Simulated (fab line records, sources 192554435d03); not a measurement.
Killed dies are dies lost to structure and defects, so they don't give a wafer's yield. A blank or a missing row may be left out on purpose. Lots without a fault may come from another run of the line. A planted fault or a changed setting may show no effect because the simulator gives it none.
fab line records | flow n5_finfet
record lots=5 wafers=15 last_day=14
route steps=1938 shown BEOL_M2@860
lots that met no fault: from a run of the same line without faults
start_h: hours from the record's first day to the start of the lot's first wafer shown | wait_h: hours since the lot's step before | " the same as in the row above | L1.1+2: a row that stands for several wafers | - no value, or no start given | * or withheld: withheld | < > ~ a bound
route shown NAME@n: a module of which the file shows steps, and the number in the route of the first | usual: mean/standard deviation of fault-free wafers | same: alike in all rows | chamber/n: place in a boat | sites: the reading at each site | _std_site: their standard deviation | _edge_site: outer sites' mean less inner sites' | radius_mm: how far each site lies from the wafer's centre | mask NAME#n: copy n | behind: the tool/chamber that last shaped the wafer | hold: why the lot was held/for how many hours/how that ended | device: the transistor (n, p or np) that didn't switch | end of line: the same wafers' tests at the end of the route | a step without rows: its recipe alone | killed: dies lost to structure and defects at the first sort, not the wafer's yield | map: a wafer's dies, x killed, . not, _ none there
set.NAME: the setting as run; set.NAME@STEP: as run at that earlier step | model.NAME: the simulator's own value behind a step, which no gauge read
lots at some steps of the route; a table a step, a row a wafer
services: from which hour (start_h, from the record's first day; less than 0 if before it) a tool's chamber was out of use, for how many hours, and why
## steps
# step N5_BEOL_M2_ETCH_64
# recipe chemistry=N2/H2 target=SOC target_depth_a=750 overetch_a=225 mask_material=SiARC temp_c=40 time_s=121.9 ion_energy_ev=200 pressure_mtorr=30 source_w=840 bias_w=150 n2_flow_sccm=200 h2_flow_sccm=200
# usual drypump_motor_current_A=5.7/0.42 n2_flow_sccm=200.0/0.55 oes_product_au=0.58/0.062 rf_vpp_V=524/3.1 showerhead_plenum_p_Torr=2.54/0.11 throttle_valve_pct=17.89/0.24
# columns lot.wafer tool chamber start_h wait_h drypump_motor_current_A n2_flow_sccm oes_product_au rf_hours_counter_h rf_vpp_V showerhead_plenum_p_Torr throttle_valve_pct
L074.2 rie_diel-06 0 138.73 0.0 6.0 199.3 0.60 128 527 2.66 17.84
L074.4 " 3 " " 5.7 200.7 0.61 - 526 2.64 17.64
L074.5 " 1 " " 5.8 199.9 0.55 - 522 2.53 18.29
L077.3 rie_diel-01 1 164.33 0.0 6.1 199.8 0.55 189 524 2.54 18.13
L077.5 " 3 " " 5.3 200.2 0.55 - 523 2.53 17.82
L077.6 " 2 " " 6.4 199.2 0.52 - 526 2.61 17.68
L080.1 rie_diel-06 2 170.28 0.0 5.6 199.5 0.53 209 520 2.41 17.90
L080.5 " 2 " " 5.6 199.8 0.54 - 521 2.41 17.90
L080.6 " 3 " " 5.7 199.8 0.60 - 526 2.64 17.67
L081.2 rie_diel-05 2 180.67 0.0 5.5 199.5 0.53 241 520 2.40 17.89
L081.4 " 3 " " 5.1 200.8 0.56 204 525 2.50 17.75
L081.5 " 2 " " 5.5 199.9 0.53 - 520 2.40 17.87
L082.1 rie_diel-05 2 184.11 0.0 5.5 201.1 0.52 243 520 2.40 17.88
L082.4 " 0 " " 5.3 200.8 0.57 157 518 2.35 18.19
L082.5 " 0 " " 5.3 200.1 0.57 - 519 2.35 18.18
# step N5_BEOL_M2_STRIP_65
# recipe chemistry=N2/H2 temp_c=40 n2_flow_sccm=200 h2_flow_sccm=200 rf_frequency_hz=6e+07
# columns lot.wafer tool chamber start_h wait_h
L074.2+4+5 rie_diel-06 0,3,1 138.85 0.1
L077.3+5+6 rie_diel-01 1,3,2 164.44 0.1
L080.1+5+6 rie_diel-06 2,2,3 170.39 0.1
L081.2+4+5 rie_diel-05 2,3,2 180.79 0.1
L082.1+4+5 rie_diel-05 2,0,0 184.22 0.1
# step N5_BEOL_M2_STRIP_75
# recipe chemistry=N2/H2 temp_c=40 n2_flow_sccm=200 h2_flow_sccm=200 rf_frequency_hz=6e+07
# columns lot.wafer tool chamber start_h wait_h
L074.2+4+5 rie_diel-06 0,3,1 138.86 0.0
L077.3+5+6 rie_diel-01 1,3,2 164.45 0.0
L080.1+5+6 rie_diel-06 2,2,3 170.40 0.0
L081.2+4+5 rie_diel-05 2,3,2 180.80 0.0
L082.1+4+5 rie_diel-05 2,0,0 184.23 0.0
# step N5_BEOL_M2_STRIP_66
# recipe chemistry=CF4 resist=SiARC power_w=300 bias_power_w=75 pressure_mtorr=50 cf4_flow_sccm=150 rf_frequency_hz=6e+07
# usual drypump_motor_current_A=5.7/0.42 oes_product_au=0.76/0.081 power_w=300.0/0.87 rf_vpp_V=271.2/1.9 showerhead_plenum_p_Torr=1.80/0.075 throttle_valve_pct=13.68/0.21
# columns lot.wafer tool chamber start_h wait_h drypump_motor_current_A oes_product_au power_w rf_hours_counter_h rf_vpp_V showerhead_plenum_p_Torr throttle_valve_pct
L074.2 rie_diel-06 0 138.87 0.0 6.0 0.78 299.4 128 272.7 1.86 13.54
L074.4 " 3 " " 5.7 0.79 299.2 - 271.8 1.89 13.69
L074.5 " 1 " " 5.7 0.71 300.6 - 269.9 1.79 13.99
L077.3 rie_diel-01 1 164.46 0.0 6.1 0.72 300.8 189 270.8 1.80 13.94
L077.5 " 3 " " 5.3 0.71 300.6 - 270.0 1.77 13.63
L077.6 " 2 " " 6.4 0.68 302.5 - 270.5 1.83 13.64
L080.1 rie_diel-06 2 170.41 0.0 5.6 0.70 300.6 209 269.5 1.71 13.71
L080.5 " 2 " " 5.5 0.69 301.0 - 269.3 1.72 13.74
L080.6 " 3 " " 5.7 0.79 300.6 - 271.7 1.88 13.69
L081.2 rie_diel-05 2 180.81 0.0 5.4 0.68 298.5 241 269.4 1.70 13.68
L081.4 " 3 " " 5.1 0.72 300.9 204 271.8 1.78 13.68
L081.5 " 2 " " 5.4 0.68 300.1 - 270.9 1.69 13.69
L082.1 rie_diel-05 2 184.24 0.0 5.4 0.68 299.0 243 268.1 1.69 13.70
L082.4 " 0 " " 5.3 0.74 300.6 157 268.3 1.65 13.79
L082.5 " 0 " " 5.3 0.74 299.9 - 266.7 1.65 13.78
# step N5_BEOL_M2_HM_OPEN_17
# recipe chemistry=Cl2/BCl3 target_depth_a=200 overetch_a=60 target=TiN mask_material=SOC ion_energy_ev=150 pressure_mtorr=10 icp_w=1000 bias_w=126 Cl2_flow_sccm=53.25 bcl3_flow_sccm=21.75 Ar_flow_sccm=25
# usual drypump_motor_current_A=5.3/0.34 oes_product_au=0.69/0.095 throttle_valve_pct=22.24/0.3
# columns lot.wafer tool chamber start_h wait_h drypump_motor_current_A oes_product_au rf_hours_counter_h throttle_valve_pct
L074.2 rie_metal-01 1 138.91 0.0 5.1 0.73 14 21.91
L074.4 " 0 " " 5.8 0.56 - 22.20
L074.5 " 0 " " 5.8 0.56 - 22.23
L077.3 rie_metal-01 1 164.53 0.1 5.2 0.71 - 21.92
L077.5 " 1 " " 5.1 0.72 - 21.92
L077.6 " 0 " " 5.9 0.56 - 22.21
L080.1 rie_metal-01 1 170.45 0.0 5.2 0.72 17 21.93
L080.5 " 1 " " 5.2 0.71 - 21.92
L080.6 " 0 " " 5.8 0.56 - 22.20
L081.2 rie_metal-01 1 180.85 0.0 5.2 0.72 18 21.89
L081.4 " 1 " " 5.2 0.71 - 21.92
L081.5 " 0 " " 5.9 0.57 - 22.20
L082.1 rie_metal-02 0 184.28 0.0 5.6 0.74 17 21.52
L082.4 " 1 " " 5.0 0.84 - 22.37
L082.5 " 0 " " 5.6 0.73 - 21.56
# step N5_BEOL_M2_STRIP_19
# recipe chemistry=O2 power_w=400 temp_c=40 pressure_mtorr=30 rf_frequency_hz=6e+07 bias_power_w=0 overash_fraction=0.2 o2_flow_sccm=225
# usual drypump_motor_current_A=5.8/0.45 oes_product_au=0.77/0.097 rf_vpp_V=3.6/0.44 showerhead_plenum_p_Torr=2.09/0.099 throttle_valve_pct=16.72/0.16
# columns lot.wafer tool chamber start_h wait_h drypump_motor_current_A oes_product_au rf_hours_counter_h rf_vpp_V showerhead_plenum_p_Torr throttle_valve_pct
L074.2 rie_diel-01 1 139.02 0.1 6.1 0.72 180 3.1 2.06 16.76
L074.4 " 0 " " 5.5 0.82 66 3.5 2.13 16.49
L074.5 " 2 " " 6.3 0.69 - 2.7 2.15 16.63
L077.3 rie_diel-05 2 164.61 0.1 5.4 0.68 236 2.9 1.98 16.75
L077.5 " 0 " " 5.3 0.75 - 4.0 1.91 16.81
L077.6 " 3 " " 5.1 0.72 - 3.8 2.07 16.68
L080.1 rie_diel-06 3 170.56 0.1 5.8 0.79 126 3.1 2.20 16.74
L080.5 " 1 " " 5.7 0.71 - 3.7 2.06 16.92
L080.6 " 2 " " 5.6 0.69 - 3.1 2.00 16.79
L081.2 rie_diel-06 3 180.96 0.1 5.7 0.80 129 3.3 2.20 16.76
L081.4 " 1 " " 5.8 0.72 240 3.8 2.05 16.92
L081.5 " 1 " " 5.8 0.71 - 3.8 2.05 16.91
L082.1 rie_diel-05 0 184.39 0.1 5.3 0.75 157 3.7 1.91 16.82
L082.4 " 1 " " 6.6 0.98 11 3.1 2.25 16.73
L082.5 " 3 " " 5.1 0.72 - 3.6 2.07 16.68
# step N5_BEOL_M2_CD_MEAS_18
# recipe pitch_nm=36 target_cd_nm=18
# usual cd_nm=17.94/0.28
# columns lot.wafer tool chamber start_h wait_h cd_nm
L074.2 cd_sem-02 - 139.09 0.1 17.78
L074.4 " - " " 17.48
L074.5 " - " " 17.37
L077.3 cd_sem-01 - 164.68 0.1 18.03
L077.5 " - " " 17.64
L077.6 " - " " 17.56
L080.1 cd_sem-01 - 170.63 0.0 18.09
L080.5 " - " " 17.76
L080.6 " - " " 17.62
L081.2 cd_sem-03 - 181.03 0.1 18.15
L081.4 " - " " 18.15
L081.5 " - " " 18.02
L082.1 cd_sem-03 - 184.46 0.0 18.06
L082.4 " - " " 17.39
L082.5 " - " " 17.88
# step N5_BEOL_M2_COAT_67
# recipe resist=SOC temp_c=250 time_s=60 spin_rpm=1500 resist_thk_nm=60
# usual plate_temp_C=249.97/0.17
# columns lot.wafer tool chamber start_h wait_h plate_temp_C
L074.2 litho_track-03 0 139.12 0.0 249.98
L074.4 " 0 " " 249.98
L074.5 " 0 " " 249.71
L077.3 litho_track-04 0 164.72 0.0 250.31
L077.5 " 0 " " 250.25
L077.6 " 0 " " 250.20
L080.1 litho_track-04 0 170.67 0.0 250.08
L080.5 " 0 " " 249.67
L080.6 " 0 " " 249.74
L081.2 litho_track-03 0 181.06 0.0 250.01
L081.4 " 0 " " 250.01
L081.5 " 0 " " 250.15
L082.1 litho_track-02 0 184.50 0.0 249.88
L082.4 " 0 " " 250.07
L082.5 " 0 " " 249.70
# step N5_BEOL_M2_COAT_68
# recipe resist=SiARC temp_c=220 time_s=60 spin_rpm=1500 resist_thk_nm=12
# usual plate_temp_C=220.03/0.15
# columns lot.wafer tool chamber start_h wait_h plate_temp_C
L074.2 litho_track-03 0 - - 220.15
L074.4 " 0 " " 220.05
L074.5 " 0 " " 220.10
L077.3 litho_track-04 0 - - 220.29
L077.5 " 0 " " 220.04
L077.6 " 0 " " 220.11
L080.1 litho_track-04 0 - - 219.91
L080.5 " 0 " " 220.09
L080.6 " 0 " " 219.97
L081.2 litho_track-03 0 - - 219.73
L081.4 " 0 " " 220.06
L081.5 " 0 " " 220.03
L082.1 litho_track-02 0 - - 219.99
L082.4 " 0 " " 219.80
L082.5 " 0 " " 220.25
# step N5_BEOL_M2_COAT_76
# recipe resist=underlayer temp_c=205 time_s=60 spin_rpm=1500 resist_thk_nm=5
# usual plate_temp_C=205.01/0.16
# columns lot.wafer tool chamber start_h wait_h plate_temp_C
L074.2 litho_track-03 0 - - 204.90
L074.4 " 0 " " 204.85
L074.5 " 0 " " 204.83
L077.3 litho_track-04 0 - - 205.21
L077.5 " 0 " " 205.25
L077.6 " 0 " " 205.35
L080.1 litho_track-04 0 - - 204.96
L080.5 " 0 " " 204.98
L080.6 " 0 " " 204.85
L081.2 litho_track-03 0 - - 204.82
L081.4 " 0 " " 204.94
L081.5 " 0 " " 204.81
L082.1 litho_track-02 0 - - 205.16
L082.4 " 0 " " 205.22
L082.5 " 0 " " 205.07
# step N5_BEOL_M2_COAT_22
# recipe resist=CAR-EUV spin_rpm=1500 resist_thk_nm=30
# columns lot.wafer tool chamber start_h wait_h
L074.2+4+5 litho_track-03 0 - -
L077.3+5+6 litho_track-04 0 - -
L080.1+5+6 litho_track-04 0 - -
L081.2+4+5 litho_track-03 0 - -
L082.1+4+5 litho_track-02 0 - -
# step N5_BEOL_M2_EBR_24
# recipe solvent=PGMEA ebr_width_mm=1.5
# columns lot.wafer tool chamber start_h wait_h
L074.2+4+5 litho_track-03 0 - -
L077.3+5+6 litho_track-04 0 - -
L080.1+5+6 litho_track-04 0 - -
L081.2+4+5 litho_track-03 0 - -
L082.1+4+5 litho_track-02 0 - -
# step N5_BEOL_M2_SOFTBAKE_23
# recipe temp_c=110 time_s=60 resist=CAR-EUV
# usual plate_temp_C=110.00/0.12
# columns lot.wafer tool chamber start_h wait_h plate_temp_C
L074.2 litho_track-03 0 - - 109.81
L074.4 " 0 " " 110.12
L074.5 " 0 " " 110.04
L077.3 litho_track-04 0 - - 109.92
L077.5 " 0 " " 109.99
L077.6 " 0 " " 110.00
L080.1 litho_track-04 0 - - 109.89
L080.5 " 0 " " 110.04
L080.6 " 0 " " 109.88
L081.2 litho_track-03 0 - - 110.01
L081.4 " 0 " " 110.06
L081.5 " 0 " " 109.74
L082.1 litho_track-02 0 - - 109.92
L082.4 " 0 " " 110.07
L082.5 " 0 " " 109.89
# step N5_BEOL_M2_EXPOSE_25
# recipe mask_id=V1 na=0.33 source_shape=quasar sigma_inner=0.2 sigma_outer=0.8 polarization=unpolarized defocus_nm=5 dose_mj=63
# columns lot.wafer tool chamber start_h wait_h mask
L074.2+4+5 euv_scanner-02 0 139.40 - V1#0
L077.3+5+6 euv_scanner-01 0 164.87 - V1#0
L080.1+5+6 euv_scanner-01 0 170.93 - V1#0
L081.2+4+5 euv_scanner-02 0 181.33 - V1#0
L082.1+4+5 euv_scanner-02 0 184.64 - V1#0
# step N5_BEOL_M2_PEB_26
# recipe peb_temp_c=100 peb_time_s=60 resist=CAR-EUV
# usual plate_temp_C=100.00/0.13
# columns lot.wafer tool chamber start_h wait_h plate_temp_C
L074.2 litho_track-03 0 139.47 0.1 100.26
L074.4 " 0 " " 99.96
L074.5 " 0 " " 100.14
L077.3 litho_track-04 0 164.94 0.1 99.81
L077.5 " 0 " " 99.76
L077.6 " 0 " " 99.85
L080.1 litho_track-03 0 171.01 0.1 100.07
L080.5 " 0 " " 99.84
L080.6 " 0 " " 99.90
L081.2 litho_track-04 0 181.41 0.1 100.01
L081.4 " 0 " " 99.98
L081.5 " 0 " " 100.03
L082.1 litho_track-02 0 184.71 0.1 99.96
L082.4 " 0 " " 99.95
L082.5 " 0 " " 100.12
# step N5_BEOL_M2_DEVELOP_27
# recipe develop_time_s=30 developer=TMAH resist=CAR-EUV rinse_liquid=surfactant_rinse dry=air_spin dev_temp_c=23
# same develop_time_s=30
# columns lot.wafer tool chamber start_h wait_h
L074.2+4+5 litho_track-03 0 - -
L077.3+5+6 litho_track-04 0 - -
L080.1+5+6 litho_track-03 0 - -
L081.2+4+5 litho_track-04 0 - -
L082.1+4+5 litho_track-02 0 - -
# step N5_BEOL_M2_CD_MEAS_28
# recipe target_cd_nm=26.2 landing_energy_ev=500 detector=se_inlens target_cd_y_nm=24.1 polarity=opening
# usual cd_nm=26.17/0.26
# columns lot.wafer tool chamber start_h wait_h cd_nm
L074.2 cd_sem-02 0 139.53 - 25.99
L074.4 " 0 " " 26.38
L074.5 " 0 " " 26.32
L077.3 cd_sem-02 0 165.00 - 25.64
L077.5 " 0 " " 26.24
L077.6 " 0 " " 25.72
L080.1 cd_sem-01 0 171.08 - 26.34
L080.5 " 0 " " 26.09
L080.6 " 0 " " 26.06
L081.2 cd_sem-01 0 181.47 - 25.97
L081.4 " 0 " " 26.22
L081.5 " 0 " " 25.79
L082.1 cd_sem-01 0 184.78 - 26.60
L082.4 " 0 " " 26.42
L082.5 " 0 " " 26.12
# step N5_BEOL_M2_OVL_MEAS_29
# recipe points_per_wafer=522
# usual V1_OVL=-0.1/0.69
# columns lot.wafer tool chamber start_h wait_h V1_OVL[nm]
L074.2 overlay-02 0 139.58 0.0 1.3
L074.4 " 0 " " -1.2
L074.5 " 0 " " 0.8
L077.3 overlay-01 0 165.04 0.0 -0.2
L077.5 " 0 " " 0.8
L077.6 " 0 " " -0.2
L080.1 overlay-02 0 171.11 0.0 1.1
L080.5 " 0 " " 0.8
L080.6 " 0 " " 0.6
L081.2 overlay-01 0 181.51 0.0 -0.6
L081.4 " 0 " " -0.1
L081.5 " 0 " " -0.5
L082.1 overlay-02 0 184.81 0.0 -0.3
L082.4 " 0 " " 0.0
L082.5 " 0 " " 0.5
# step N5_BEOL_M2_INSPECT_30
# recipe mode=adi inspect_instrument=brightfield
# usual raw_defect_count=373/110
# columns lot.wafer tool chamber start_h wait_h raw_defect_count
L074.2 defect_inspect-01 - 139.63 0.0 260
L074.4 " - " " 281
L074.5 " - " " 312
L077.3 defect_inspect-02 - 165.09 0.0 646
L077.5 " - " " 664
L077.6 " - " " 592
L080.1 defect_inspect-01 - 171.16 0.1 303
L080.5 " - " " 295
L080.6 " - " " 373
L081.2 defect_inspect-01 - 181.56 0.0 304
L081.4 " - " " 239
L081.5 " - " " 278
L082.1 defect_inspect-02 - 184.87 0.1 401
L082.4 " - " " 414
L082.5 " - " " 299
# step N5_BEOL_M2_DESCUM_33
# recipe chemistry=O2 time_s=7 source_power_w=50 bias_power_w=20 pressure_mtorr=20 rf_frequency_hz=2.712e+07 temp_c=40 resist=CAR-EUV o2_flow_sccm=225
# usual drypump_motor_current_A=5.7/0.47 oes_product_au=0.76/0.092 rf_vpp_V=243.2/1.7 showerhead_plenum_p_Torr=2.09/0.098 throttle_valve_pct=20.45/0.15
# columns lot.wafer tool chamber start_h wait_h drypump_motor_current_A oes_product_au rf_hours_counter_h rf_vpp_V showerhead_plenum_p_Torr throttle_valve_pct
L074.2 rie_diel-06 0 139.67 0.0 6.1 0.78 128 245.6 2.21 20.62
L074.4 " 1 " " 5.7 0.72 224 242.8 2.06 20.63
L074.5 " 0 " " 6.0 0.78 - 245.0 2.21 20.62
L077.3 rie_diel-01 2 165.12 0.0 6.4 0.67 224 244.6 2.14 20.32
L077.5 " 1 " " 6.1 0.71 - 243.9 2.06 20.45
L077.6 " 2 " " 6.4 0.67 - 243.9 2.14 20.32
L080.1 rie_diel-01 3 171.20 0.0 5.3 0.72 214 241.1 2.07 20.37
L080.5 " 2 " " 6.3 0.68 - 245.0 2.14 20.33
L080.6 " 3 " " 5.3 0.71 - 242.4 2.07 20.37
L081.2 rie_diel-05 1 181.59 0.0 6.6 0.97 10 243.7 2.25 20.57
L081.4 " 3 " " 5.1 0.72 204 242.8 2.07 20.41
L081.5 " 0 " " 5.3 0.75 - 241.8 1.90 20.56
L082.1 rie_diel-01 3 184.90 0.0 5.3 0.71 219 241.3 2.06 20.37
L082.4 " 1 " " 6.1 0.71 197 242.9 2.05 20.49
L082.5 " 2 " " 6.3 0.68 - 244.0 2.14 20.34
# step N5_BEOL_M2_ETCH_77
# recipe chemistry=N2/H2 target=underlayer target_depth_a=65 mask_material=CAR-EUV time_s=5.2 ion_energy_ev=200 pressure_mtorr=30 source_w=840 bias_w=150 n2_flow_sccm=200 h2_flow_sccm=200 ends=cleared
# usual drypump_motor_current_A=5.7/0.46 etch_rf_on_time_s=5.22/0.12 n2_flow_sccm=200.0/0.68 oes_product_au=0.65/0.076 rf_vpp_V=524/3.4 showerhead_plenum_p_Torr=2.54/0.11 throttle_valve_pct=17.90/0.21
# columns lot.wafer tool chamber start_h wait_h drypump_motor_current_A etch_rf_on_time_s n2_flow_sccm oes_product_au rf_hours_counter_h rf_vpp_V showerhead_plenum_p_Torr throttle_valve_pct
L074.2 rie_diel-06 0 139.70 0.0 6.0 5.47 200.8 0.66 128 529 2.65 17.88
L074.4 " 1 " " 5.8 5.11 200.6 0.62 224 522 2.53 18.32
L074.5 " 0 " " 6.0 5.54 199.9 0.65 - 525 2.66 17.89
L077.3 rie_diel-01 2 165.16 0.0 6.4 5.10 199.8 0.59 224 526 2.61 17.75
L077.5 " 1 " " 6.1 5.34 200.3 0.60 - 523 2.54 18.15
L077.6 " 2 " " 6.3 5.12 200.8 0.60 - 526 2.61 17.76
L080.1 rie_diel-01 3 171.23 0.0 5.3 5.17 201.4 0.62 214 524 2.53 17.87
L080.5 " 2 " " 6.3 5.12 199.9 0.59 - 526 2.61 17.76
L080.6 " 3 " " 5.3 5.17 200.8 0.62 - 524 2.53 17.90
L081.2 rie_diel-05 1 181.63 0.0 6.6 5.07 200.3 0.83 10 528 2.74 17.99
L081.4 " 3 " " 5.2 5.23 200.2 0.61 204 523 2.50 17.78
L081.5 " 0 " " 5.3 5.25 201.1 0.64 - 520 2.35 18.24
L082.1 rie_diel-01 3 184.94 0.0 5.3 5.23 198.8 0.61 219 524 2.53 17.86
L082.4 " 1 " " 6.1 5.44 199.6 0.60 197 524 2.54 18.16
L082.5 " 2 " " 6.4 5.17 199.1 0.58 - 528 2.61 17.76
# step N5_BEOL_M2_ETCH_69
# recipe chemistry=CF4 target=SiARC target_depth_a=156 mask_material=CAR-EUV time_s=26 ion_energy_ev=80 pressure_mtorr=40 source_w=545 bias_w=36 Ar_flow_sccm=100 cf4_flow_sccm=100 ends=cleared
# usual drypump_motor_current_A=5.7/0.46 etch_rf_on_time_s=26.2/0.58 oes_product_au=0.65/0.077 rf_vpp_V=184.0/1.3 showerhead_plenum_p_Torr=2.14/0.089 throttle_valve_pct=15.67/0.19
# columns lot.wafer tool chamber start_h wait_h drypump_motor_current_A etch_rf_on_time_s oes_product_au rf_hours_counter_h rf_vpp_V showerhead_plenum_p_Torr throttle_valve_pct
L074.2 rie_diel-06 0 139.72 0.0 6.0 27.3 0.65 128 184.8 2.23 15.56
L074.4 " 1 " " 5.8 25.5 0.62 224 184.2 2.14 16.00
L074.5 " 0 " " 6.0 26.9 0.66 - 184.3 2.23 15.55
L077.3 rie_diel-01 2 165.17 0.0 6.4 25.8 0.59 224 184.6 2.19 15.63
L077.5 " 1 " " 6.1 26.6 0.61 - 183.3 2.14 15.94
L077.6 " 2 " " 6.3 26.0 0.59 - 185.4 2.19 15.64
L080.1 rie_diel-01 3 171.25 0.0 5.3 26.3 0.61 214 184.8 2.12 15.65
L080.5 " 2 " " 6.3 26.1 0.59 - 184.4 2.19 15.62
L080.6 " 3 " " 5.3 26.5 0.61 - 184.0 2.12 15.65
L081.2 rie_diel-05 1 181.65 0.0 6.6 25.2 0.84 10 186.4 2.29 15.63
L081.4 " 3 " " 5.2 26.0 0.62 204 183.4 2.13 15.71
L081.5 " 0 " " 5.3 26.1 0.65 - 181.2 1.97 15.83
L082.1 rie_diel-01 3 184.96 0.0 5.3 26.2 0.61 219 182.2 2.12 15.66
L082.4 " 1 " " 6.1 26.8 0.60 197 182.7 2.13 15.94
L082.5 " 2 " " 6.4 25.7 0.58 - 185.4 2.19 15.66
# step N5_BEOL_M2_ALD_98
# recipe material=SiO2 target_thk_a=25 temp_c=100 ald_precursor_family=BDEAS ald_co_reactant=O2-plasma pulse_time_s=1 co_reactant_pulse_time_s=1 purge_time_s=2 co_reactant_purge_time_s=2 ald_cycles=17 pressure_torr=2
# usual heater_power_w=79/8.4 precursor_pulse_height_rel=1.001/0.022 susceptor_temp_C=100.00/0.14
# same purge_time_s=2
# columns lot.wafer tool chamber start_h wait_h heater_power_w precursor_pulse_height_rel susceptor_temp_C
L074.2 ald_sin-04 0 140.07 0.3 87 1.021 100.10
L074.4 " 2 " " 94 1.004 99.89
L074.5 " 1 " " 71 1.001 100.36
L077.3 ald_sin-03 0 165.26 0.1 86 0.993 99.78
L077.5 " 0 " " 84 1.017 99.71
L077.6 " 3 " " 79 0.954 99.93
L080.1 ald_sin-03 2 171.33 0.1 71 0.992 100.41
L080.5 " 2 " " 72 0.986 100.15
L080.6 " 3 " " 78 0.989 99.87
L081.2 ald_sin-01 1 181.80 0.1 65 0.977 100.01
L081.4 " 0 " " 78 1.003 99.94
L081.5 " 2 " " 88 0.990 99.97
L082.1 ald_sin-01 3 186.52 1.5 74 1.010 99.99
L082.4 " 0 " " 77 1.011 99.96
L082.5 " 3 " " 73 1.009 100.03
# step N5_BEOL_M2_ETCHBACK_99
# recipe chemistry=CHF3 target=SiO2 target_depth_a=50 time_s=10.4 source_w=215 bias_w=47 Ar_flow_sccm=200 CHF3_flow_sccm=12 ion_energy_ev=100 pressure_mtorr=30
# usual drypump_motor_current_A=5.7/0.4 oes_product_au=0.75/0.078 rf_vpp_V=240/3.7 showerhead_plenum_p_Torr=2.15/0.086 throttle_valve_pct=17.14/0.16
# columns lot.wafer tool chamber start_h wait_h drypump_motor_current_A oes_product_au rf_hours_counter_h rf_vpp_V showerhead_plenum_p_Torr throttle_valve_pct
L074.2 rie_diel-05 3 140.36 0.2 5.1 0.74 188 236 2.15 17.15
L074.4 " 3 " " 5.1 0.74 - 235 2.15 17.14
L074.5 " 0 " " 5.3 0.78 - 237 1.98 17.30
L077.3 rie_diel-01 1 171.97 6.7 6.1 0.70 192 235 2.13 17.28
L077.5 " 1 " " 6.1 0.70 - 236 2.13 17.28
L077.6 " 0 " " 5.5 0.80 - 240 2.18 16.85
L080.1 rie_diel-01 1 175.03 3.6 6.1 0.71 193 236 2.13 17.28
L080.5 " 2 " " 6.3 0.68 - 240 2.21 17.08
L080.6 " 3 " " 5.3 0.72 - 244 2.14 17.11
L081.2 rie_diel-05 1 183.05 1.2 6.6 0.97 10 239 2.31 17.16
L081.4 " 0 " " 5.3 0.75 157 237 1.98 17.33
L081.5 " 2 " " 5.4 0.67 - 246 2.05 17.22
L082.1 rie_diel-05 1 187.00 0.4 6.6 0.97 12 239 2.31 17.11
L082.4 " 3 " " 5.1 0.73 205 236 2.15 17.20
L082.5 " 0 " " 5.3 0.76 - 237 1.98 17.32
# step N5_BEOL_M2_ETCH_70
# recipe chemistry=N2/H2 target=SOC target_depth_a=800 overetch_a=240 mask_material=SiARC temp_c=40 time_s=130 ion_energy_ev=200 pressure_mtorr=30 source_w=840 bias_w=150 n2_flow_sccm=200 h2_flow_sccm=200
# usual drypump_motor_current_A=5.7/0.4 n2_flow_sccm=200.0/0.54 oes_product_au=0.56/0.053 rf_vpp_V=523.7/2.9 showerhead_plenum_p_Torr=2.54/0.099 throttle_valve_pct=17.87/0.22
# columns lot.wafer tool chamber start_h wait_h drypump_motor_current_A n2_flow_sccm oes_product_au rf_hours_counter_h rf_vpp_V showerhead_plenum_p_Torr throttle_valve_pct
L074.2 rie_diel-05 3 140.40 0.0 5.2 199.8 0.54 188 523.3 2.50 17.72
L074.4 " 3 " " 5.1 200.3 0.54 - 522.6 2.50 17.68
L074.5 " 0 " " 5.3 199.4 0.57 - 518.8 2.36 18.17
L077.3 rie_diel-01 1 172.01 0.0 6.1 200.5 0.53 192 524.6 2.54 18.13
L077.5 " 1 " " 6.1 200.4 0.53 - 524.2 2.54 18.13
L077.6 " 0 " " 5.5 199.0 0.59 - 524.5 2.57 17.59
L080.1 rie_diel-01 1 175.06 0.0 6.1 199.4 0.53 193 522.9 2.54 18.14
L080.5 " 2 " " 6.3 199.7 0.50 - 525.0 2.61 17.70
L080.6 " 3 " " 5.3 200.4 0.53 - 524.4 2.53 17.84
L081.2 rie_diel-05 1 183.08 0.0 6.6 200.3 0.70 10 530.1 2.74 17.94
L081.4 " 0 " " 5.3 200.1 0.55 157 517.2 2.35 18.18
L081.5 " 2 " " 5.4 200.1 0.51 - 519.3 2.40 17.86
L082.1 rie_diel-05 1 187.03 0.0 6.6 200.5 0.70 12 527.5 2.74 17.94
L082.4 " 3 " " 5.1 199.6 0.53 205 521.5 2.50 17.74
L082.5 " 0 " " 5.3 199.8 0.55 - 519.4 2.35 18.20
# step N5_BEOL_M2_STRIP_71
# recipe chemistry=N2/H2 temp_c=40 n2_flow_sccm=200 h2_flow_sccm=200 rf_frequency_hz=6e+07
# columns lot.wafer tool chamber start_h wait_h
L074.2+4+5 rie_diel-05 3,3,0 140.48 0.0
L077.3+5+6 rie_diel-01 1,1,0 172.09 0.0
L080.1+5+6 rie_diel-01 1,2,3 175.15 0.0
L081.2+4+5 rie_diel-05 1,0,2 183.17 0.0
L082.1+4+5 rie_diel-05 1,3,0 187.12 0.0
# step N5_BEOL_M2_STRIP_78
# recipe chemistry=N2/H2 temp_c=40 n2_flow_sccm=200 h2_flow_sccm=200 rf_frequency_hz=6e+07
# columns lot.wafer tool chamber start_h wait_h
L074.2+4+5 rie_diel-05 3,3,0 140.49 0.0
L077.3+5+6 rie_diel-01 1,1,0 172.10 0.0
L080.1+5+6 rie_diel-01 1,2,3 175.16 0.0
L081.2+4+5 rie_diel-05 1,0,2 183.18 0.0
L082.1+4+5 rie_diel-05 1,3,0 187.13 0.0
## services
# columns tool chamber start_h hours kind
euv_scanner-02 - 120.62 6.2 pm
rie_metal-02 1 120.88 - clean
rie_metal-02 1 120.88 14.8 scheduled_down
rie_metal-02 1 120.88 14.8 vent_cycle
rie_diel-06 2 130.51 8.3 repair
euv_scanner-01 - 132.34 4.6 pm
rie_metal-02 - 138.51 4.3 pm
rie_diel-05 1 139.24 - clean
rie_diel-05 1 139.24 - consumable_replace:focus_ring
rie_diel-05 1 139.24 - consumable_replace:showerhead
rie_diel-05 1 139.24 12.1 scheduled_down
rie_diel-05 1 139.24 12.1 vent_cycle
euv_scanner-02 - 145.65 4.6 pm
euv_scanner-01 - 156.51 1.0 pm
rie_diel-06 3 159.99 6.8 repair
ald_sin-04 - 176.75 14.0 pm
ald_sin-04 0 176.75 14.0 vent_cycle
ald_sin-04 1 176.75 14.0 vent_cycle
ald_sin-04 2 176.75 14.0 vent_cycle
ald_sin-04 3 176.75 14.0 vent_cycle
## key
fault none
